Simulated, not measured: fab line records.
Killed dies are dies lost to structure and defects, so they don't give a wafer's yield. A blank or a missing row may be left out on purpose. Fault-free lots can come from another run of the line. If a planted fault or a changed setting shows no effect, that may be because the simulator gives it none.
Matching of chambers + flow n5-finfet + rie-diel-05 running N5_MOL_CONTACT_COAG_DESCUM_45: 4 sister chambers
The step chemistry O2, time 7 s. 8 wafers are shown with their chamber, then 9 later ones without.

WAFERS PAIRED WITH THEIR CHAMBERS
| wafer  | chamber | drypump-motor-current-A (A) | throttle-valve-pct (%) |
|--------|---------|-----------------------------|------------------------|
| L089.4 | 0       | 6.4                         | 20.31                  |
| L089.5 | 0       | 6.4                         | 20.31                  |
| L089.6 | 3       | 5.4                         | 20.33                  |
| L090.1 | 3       | 5.5                         | 20.33                  |
| L090.5 | 1       | 6.6                         | 20.10                  |
| L092.3 | 2       | 6.3                         | 20.77                  |
| L092.5 | 2       | 6.3                         | 20.78                  |
| L092.6 | 1       | 6.7                         | 20.09                  |

WAFERS WITH NO CHAMBER GIVEN
| wafer  | drypump-motor-current-A (A) | throttle-valve-pct (%) |
|--------|-----------------------------|------------------------|
| L094.1 | 5.5                         | 20.34                  |
| L094.4 | 6.5                         | 20.32                  |
| L094.6 | 6.3                         | 20.77                  |
| L095.1 | 6.7                         | 20.10                  |
| L095.3 | 6.4                         | 20.32                  |
| L095.4 | 6.3                         | 20.79                  |
| L097.1 | 5.4                         | 20.33                  |
| L097.5 | 5.5                         | 20.34                  |
| L097.6 | 6.5                         | 20.33                  |

WHICH CHAMBER EACH WENT THROUGH
| wafer  | from the rows above | in truth |
|--------|---------------------|----------|
| L094.1 | 3                   | 3        |
| L094.4 | 0                   | 0        |
| L094.6 | 2                   | 2        |
| L095.1 | 1                   | 1        |
| L095.3 | 0                   | 0        |
| L095.4 | 2                   | 2        |
| L097.1 | 3                   | 3        |
| L097.5 | 3                   | 3        |
| L097.6 | 0                   | 0        |
Placed correctly: 9 of 9. Can't be placed from these rows: 0. 0 placed wrongly.
How it was worked out, from the rows above alone: a wafer's distance from a chamber is the root of the sum, over the readings, of the square of ((its reading less the chamber's mean) divided by the reading's scatter). If the next closest chamber is less than 2 further off than the closest, the wafer can't be placed; otherwise it belongs to the closest. For every chamber, the mean is computed from those of its wafers that are shown. The scatter: the root of (the sum of the squares of (reading less its chamber's mean) over the shown wafers, divided by (wafers less chambers)).
